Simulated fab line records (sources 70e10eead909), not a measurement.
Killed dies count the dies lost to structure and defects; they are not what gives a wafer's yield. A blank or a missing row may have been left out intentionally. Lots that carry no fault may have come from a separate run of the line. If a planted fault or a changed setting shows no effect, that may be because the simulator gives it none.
fab line records	flow nandHarc
[record] lots = 12	wafers = 36	lastDay = 32
route steps=1302 shown P_CONTACT@227 END@1302
lots that met no fault: taken from a fault-free run of the same line
startH: start of the lot's first displayed wafer, in hours after the record's first day	waitH: how many hours have passed since the lot's step before this one	" same as the row above	L1.1+2: a single row standing in for several wafers	- no value present, or no start provided	* or withheld: withheld	< > ~ a bound
route shown NAME@n: a module of which the file shows steps, and the number in the route of the first	usual: the fault-free wafers' mean and standard deviation	same: alike in all rows	chamber/n: place in a boat	sites: each site's reading	_std_site: standard deviation across them	_edge_site: inner sites' mean taken away from outer sites' mean	radiusMm: for every site, how far away it sits from the centre of the wafer	mask NAME#n: copy n	behind: tool/chamber where the wafer was last shaped	hold: cause of the lot's hold/its duration in hours/its outcome	device: whichever transistor did not switch (one of n, p or np)	end of line: tests of these same wafers at the route's end	where a step has no rows: the recipe by itself	killed: count of dies lost to structure and defects at first sort (not the wafer's yield)	map: shows each die of a wafer: x if killed, . if not, _ if none is there
set.NAME: the run value of the setting; set.NAME@STEP: its run value at that earlier step	model.NAME: the simulator's own value behind a step, which no gauge read
a sample of lots followed through the steps of the route, with each step as a table and each wafer as a row
services: a tool's chamber out of use, with start hour (startH, from the record's first day; less than 0 if before it), hours out, and reason
[[steps]]
[step NHARC_P_CONTACT_SOFTBAKE_07]
[recipe] tempC = 105	timeS = 55
[usual] heaterPowerTotalW = 188.46/0.14
lot.wafer	tool	chamber	startH	waitH	heaterPowerTotalW
L712.3	lithoTrack-04	0	118	-	188.32
L712.4	"	0	"	"	188.30
L712.5	"	0	"	"	188.46
L714.1	lithoTrack-06	0	131	-	188.39
L714.4	"	0	"	"	188.31
L714.5	"	0	"	"	188.33
L713.1	lithoTrack-06	0	131	-	188.41
L713.3	"	0	"	"	188.38
L713.5	"	0	"	"	188.78
L715.1	lithoTrack-01	0	148	-	188.70
L715.2	"	0	"	"	188.76
L715.5	"	0	"	"	188.30
L717.1	lithoTrack-04	0	161	-	188.30
L717.3	"	0	"	"	188.41
L717.5	"	0	"	"	188.67
L718.4	lithoTrack-01	0	175	-	188.47
L718.5	"	0	"	"	188.36
L718.6	"	0	"	"	188.40
L719.2	lithoTrack-04	0	191	-	188.47
L719.4	"	0	"	"	188.41
L719.5	"	0	"	"	188.24
L721.1	lithoTrack-01	0	207	-	188.66
L721.3	"	0	"	"	188.66
L721.6	"	0	"	"	188.49
L723.4	lithoTrack-06	0	222	-	188.64
L723.5	"	0	"	"	188.42
L723.6	"	0	"	"	188.29
L725.1	lithoTrack-06	0	244	-	188.43
L725.2	"	0	"	"	188.74
L725.6	"	0	"	"	188.32
L729.3	lithoTrack-06	0	290	-	222.48
L729.5	"	0	"	"	222.53
L729.6	"	0	"	"	222.63
L731.4	lithoTrack-06	0	308	-	222.58
L731.5	"	0	"	"	222.78
L731.6	"	0	"	"	222.66
[step NHARC_P_CONTACT_CD_MEAS_12]
[recipe] targetCdNm = 90	landingEnergyEv = 500
[usual] cdNm = 89.6/0.76
lot.wafer	tool	chamber	startH	waitH	cdNm
L712.3	cdSem-03	0	118.65	-	91.1
L712.4	"	0	"	"	89.6
L712.5	"	0	"	"	89.5
L714.1	cdSem-01	0	131.88	-	89.7
L714.4	"	0	"	"	89.4
L714.5	"	0	"	"	89.0
L713.1	cdSem-01	0	132.21	-	88.5
L713.3	"	0	"	"	88.8
L713.5	"	0	"	"	88.6
L715.1	cdSem-03	0	148.53	-	89.5
L715.2	"	0	"	"	90.6
L715.5	"	0	"	"	90.2
L717.1	cdSem-02	0	161.56	-	90.1
L717.3	"	0	"	"	90.3
L717.5	"	0	"	"	89.2
L718.4	cdSem-01	0	176.09	-	89.8
L718.5	"	0	"	"	89.6
L718.6	"	0	"	"	90.3
L719.2	cdSem-02	0	192.25	-	89.9
L719.4	"	0	"	"	89.9
L719.5	"	0	"	"	90.0
L721.1	cdSem-02	0	207.87	-	90.6
L721.3	"	0	"	"	89.6
L721.6	"	0	"	"	90.5
L723.4	cdSem-02	0	223.00	-	90.0
L723.5	"	0	"	"	90.3
L723.6	"	0	"	"	89.8
L725.1	cdSem-03	0	244.70	-	88.9
L725.2	"	0	"	"	89.2
L725.6	"	0	"	"	88.3
L729.3	cdSem-02	0	291.16	-	88.5
L729.5	"	0	"	"	88.2
L729.6	"	0	"	"	87.6
L731.4	cdSem-01	0	308.45	-	89.8
L731.5	"	0	"	"	90.3
L731.6	"	0	"	"	89.8
[step NHARC_P_CONTACT_ETCH_18]
[recipe] targetDepthA = 4810	timeS = 240.5	c4f8FlowSccm = 20	o2FlowSccm = 10	arFlowSccm = withheld	rfW = 600	biasW = 1500	chemistry = C4F8/O2/Ar
[usual] chamberPressureMTorr = 24.998/0.023	oesProductAu = 0.956/0.019	rfVppV = 975/4.3
lot.wafer	tool	chamber	startH	waitH	chamberPressureMTorr	oesProductAu	rfHoursCounterH	rfVppV
L712.3	rieDiel-10	0	120.16	0.6	25.028	0.947	-	979
L712.4	"	0	"	"	25.028	0.952	-	980
L712.5	"	0	"	"	24.992	0.952	-	980
L714.1	rieDiel-10	1	-	-	25.031	0.960	2.4	975
L714.4	"	0	"	"	24.978	0.965	-	980
L714.5	"	1	"	"	24.972	0.960	-	974
L713.1	rieDiel-02	3	-	-	25.014	0.969	2.9	973
L713.3	"	1	"	"	25.013	0.978	3.3	975
L713.5	"	0	"	"	24.979	0.986	-	976
L715.2	rieDiel-04	1	-	-	25.014	0.965	3.3	977
L715.1	"	2	"	"	25.020	0.959	3.5	976
L715.5	"	1	"	"	25.025	0.967	-	976
L717.3	rieDiel-02	3	-	-	25.006	0.968	4.1	973
L717.1	"	0	"	"	25.014	0.962	3.9	975
L717.5	"	2	"	"	24.956	0.964	-	972
L718.4	rieDiel-10	3	-	-	25.007	0.937	0.9	968
L718.5	"	3	"	"	25.001	0.932	-	968
L718.6	"	0	"	"	24.945	0.936	-	981
L719.2	rieDiel-02	3	-	-	25.023	0.956	6.3	972
L719.4	"	1	"	"	25.000	0.979	5.8	975
L719.5	"	3	"	"	25.003	0.967	-	973
L721.3	rieDiel-04	1	-	-	24.978	0.961	0.4	978
L721.1	"	2	"	"	24.999	0.978	0.5	976
L721.6	"	0	"	"	24.999	0.973	-	970
L723.4	rieDiel-04	0	-	-	25.024	0.966	0.9	971
L723.5	"	1	"	"	24.967	0.974	-	976
L723.6	"	2	"	"	25.003	0.970	-	978
L725.1	rieDiel-02	0	-	-	25.016	0.957	1.4	977
L725.2	"	3	"	"	25.006	0.959	1.6	971
L725.6	"	0	"	"	25.022	0.949	-	976
L729.3	rieDiel-10	1	-	-	24.980	0.978	1.4	973
L729.6	"	0	"	"	24.961	0.979	-	980
L729.5	"	1	"	"	24.993	0.972	-	974
L731.4	rieDiel-10	1	-	-	24.993	0.950	2.1	975
L731.6	"	2	"	"	24.994	0.965	-	975
L731.5	"	3	"	"	24.994	0.951	-	970
[step NHARC_P_CONTACT_ETCH_31]
[recipe] targetDepthA = 300	timeS = 85.7	ionEnergyEv = 120	overEtchFrac = 1	ch3fFlowSccm = 50	o2FlowSccm = 30	arFlowSccm = 200	rfW = 500	biasW = 100	chemistry = CH3F/O2
[usual] chamberPressureMTorr = 25.003/0.023	drypumpMotorCurrentA = 5.8/0.39	oesProductAu = 0.978/0.012	rfVppV = 243.6/1.3	showerheadPlenumPTorr = 2.40/0.072	throttleValvePct = 20.664/0.0093
lot.wafer	tool	chamber	startH	waitH	chamberPressureMTorr	drypumpMotorCurrentA	oesProductAu	rfHoursCounterH	rfVppV	showerheadPlenumPTorr	throttleValvePct
L712.3	rieDiel-10	0	120.72	0.1	25.012	6.5	0.992	-	245.7	2.49	20.666
L712.4	"	0	"	"	25.007	6.4	0.987	-	243.6	2.49	20.672
L712.5	"	0	"	"	24.998	6.5	0.988	-	244.2	2.49	20.653
L714.1	rieDiel-10	0	-	-	25.000	6.4	0.977	4.0	244.3	2.49	20.671
L714.4	"	0	"	"	25.027	6.4	0.977	-	244.5	2.49	20.671
L714.5	"	2	"	"	25.015	5.6	0.983	-	243.0	2.40	20.652
L713.3	rieDiel-02	2	-	-	25.039	6.2	0.990	3.2	243.8	2.35	20.669
L713.1	"	0	"	"	24.995	5.8	0.990	3.1	243.9	2.42	20.653
L713.5	"	1	"	"	24.989	5.6	0.991	-	244.2	2.40	20.653
L715.2	rieDiel-04	1	-	-	25.016	5.5	0.976	3.4	243.9	2.43	20.660
L715.1	"	3	"	"	24.992	6.0	0.975	3.3	246.3	2.64	20.663
L715.5	"	2	"	"	24.991	5.2	0.991	-	243.6	2.43	20.660
L717.1	rieDiel-02	0	-	-	25.049	5.8	0.984	3.9	243.7	2.42	20.668
L717.3	"	2	"	"	24.998	6.2	0.985	4.3	241.2	2.35	20.661
L717.5	"	0	"	"	24.994	5.8	0.988	-	244.6	2.42	20.677
L718.4	rieDiel-10	3	-	-	24.994	5.2	0.978	1.0	241.6	2.30	20.664
L718.6	"	2	"	"	25.013	5.6	0.971	-	244.7	2.40	20.656
L718.5	"	3	"	"	24.983	5.2	0.975	-	242.1	2.30	20.664
L719.2	rieDiel-02	2	-	-	24.991	6.2	0.978	6.3	242.8	2.35	20.667
L719.4	"	1	"	"	25.028	5.6	0.976	5.8	243.7	2.40	20.652
L719.5	"	2	"	"	24.976	6.2	0.980	-	242.4	2.35	20.669
L721.3	rieDiel-04	3	-	-	25.032	6.0	0.988	0.5	247.3	2.64	20.669
L721.1	"	0	"	"	24.978	5.7	0.984	0.5	242.2	2.32	20.678
L721.6	"	3	"	"	24.961	6.0	0.978	-	248.0	2.64	20.656
L723.4	rieDiel-04	0	-	-	24.986	5.7	0.978	0.9	242.3	2.32	20.666
L723.5	"	1	"	"	24.990	5.5	0.981	-	243.3	2.43	20.664
L723.6	"	2	"	"	24.966	5.2	0.987	-	244.7	2.43	20.670
L725.1	rieDiel-02	1	-	-	25.007	5.6	0.961	1.5	245.0	2.40	20.656
L725.2	"	3	"	"	24.991	5.6	0.986	1.7	242.4	2.35	20.664
L725.6	"	3	"	"	24.991	5.6	0.980	-	243.5	2.35	20.656
L729.3	rieDiel-10	2	-	-	25.017	5.6	0.981	1.3	244.2	2.40	20.665
L729.5	"	0	"	"	25.002	6.5	0.988	-	245.0	2.49	20.663
L729.6	"	1	"	"	25.023	5.9	0.976	-	241.3	2.38	20.667
L731.4	rieDiel-10	3	-	-	25.000	5.2	0.986	2.4	242.2	2.29	20.653
L731.6	"	3	"	"	24.973	5.2	0.982	-	240.0	2.29	20.673
L731.5	"	0	"	"	25.032	6.4	0.967	-	244.7	2.49	20.670
[step NHARC_END_SORT_01]
[recipe] tempC = 25
[usual] killedAtArray = 59/19	killedAtOther = 1.0/1.1	killedAtPeriphery = 3.8/2.4	killedDies = 64/19	killedOpen = 3.3/2	killedShort = 2.4/1.6
[same] grossDies = 677
lot.wafer	tool	chamber	startH	waitH	killedAtArray	killedAtOther	killedAtPeriphery	killedDies	killedOpen	killedShort
L725.1	prober-01	0	691.21	2.5	75	1	0	76	0	5
L725.2	prober-01	0	692.01	2.8	62	2	5	69	0	1
L725.6	prober-01	0	695.22	4.0	53	0	2	55	6	2
// killed by level:class
L725.1 A_CHANNEL_HOLE_D1:chamberFilmFlake=31 A_CHANNEL_HOLE_D2:chamberFilmFlake=26 A_CONTACT:chamberFilmFlake=6 A_STAIRCASE:chamberFilmFlake=5 A_SLIT:chamberFilmFlake=2 A_ONON_D1:geometricParticle:short=1 A_CHANNEL_FILL_D2:geometricParticle:short=1 A_SGD_CUT:geometricParticle:short=1
L725.2 A_CHANNEL_HOLE_D1:chamberFilmFlake=37 A_CHANNEL_HOLE_D2:chamberFilmFlake=15 A_CONTACT:chamberFilmFlake=5 A_STAIRCASE:chamberFilmFlake=3 P_ZERO_WELL:chamberFilmFlake=2 HYBRID_BOND:chamberFilmFlake=2 A_SLIT:chamberFilmFlake=2 P_CONTACT:geometricParticle:short=1
L725.6 A_CHANNEL_HOLE_D1:chamberFilmFlake=26 A_CHANNEL_HOLE_D2:chamberFilmFlake=14 A_SLIT:chamberFilmFlake=5 P_CONTACT:geometricParticle:open=2 A_STAIRCASE:chamberFilmFlake=2 A_SOURCE_PLATE:geometricParticle:open=1 A_ONON_D1:geometricParticle:open=1 A_CHANNEL_FILL_D2:geometricParticle:open=1
[[services]]
tool	chamber	startH	hours	kind
rieDiel-10	3	97.63	66.8	repair
rieDiel-10	0	99.09	-	clean
rieDiel-10	1	99.09	-	clean
rieDiel-10	2	99.09	-	clean
rieDiel-10	1	99.63	3.8	repair
rieDiel-10	2	117.66	6.2	repair
rieDiel-10	0	123.59	-	clean
rieDiel-02	1	134.43	8.2	repair
rieDiel-02	0	153.35	3.1	repair
lithoTrack-01	-	155.00	7.0	pm
rieDiel-04	-	157.68	0.2	repair
rieDiel-02	2	162.83	1.3	repair
rieDiel-04	2	169.98	13.3	repair
rieDiel-04	-	178.00	9.0	pm
lithoTrack-06	-	179.00	7.0	pm
lithoTrack-04	-	203.00	7.0	pm
rieDiel-02	3	208.60	3.4	repair
rieDiel-02	-	215.25	0.4	repair
rieDiel-02	-	216.70	9.0	pm
rieDiel-10	1	224.16	2.8	repair
rieDiel-10	-	242.50	9.0	pm
rieDiel-02	2	244.27	1.7	repair
rieDiel-04	0	269.87	13.5	repair
rieDiel-02	-	306.39	0.4	repair
[[key]]
[firstSign] step = NHARC_P_CONTACT_SOFTBAKE_07	reading = heaterPowerTotalW	direction = up	sigmas = 99+	usual = *	struck = *
effect none on later readings
metAt NHARC_P_CONTACT_SOFTBAKE_07
struckLots L729,L731
testerLeftOut L729,L731
notActingAt NHARC_P_CONTACT_CD_MEAS_12,NHARC_P_CONTACT_ETCH_18,NHARC_P_CONTACT_ETCH_31
onsetBetween 244 290
[fault] kind = processParameterDrift	tool = lithoTrack-06	chamber = -	onsetH = 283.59	steps = NHARC_P_CONTACT_SOFTBAKE_07	channel = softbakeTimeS	offset = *	shape = step	endH = 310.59	actsIn = *	stated = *
// testerLeftOut: of these lots the tester's yield and bins aren't shown, on N5 and GAA mostly nor the transistor test; their killed dies are dies lost to structure and defects alone, not to doping, threshold or leakage, so they don't give the yield
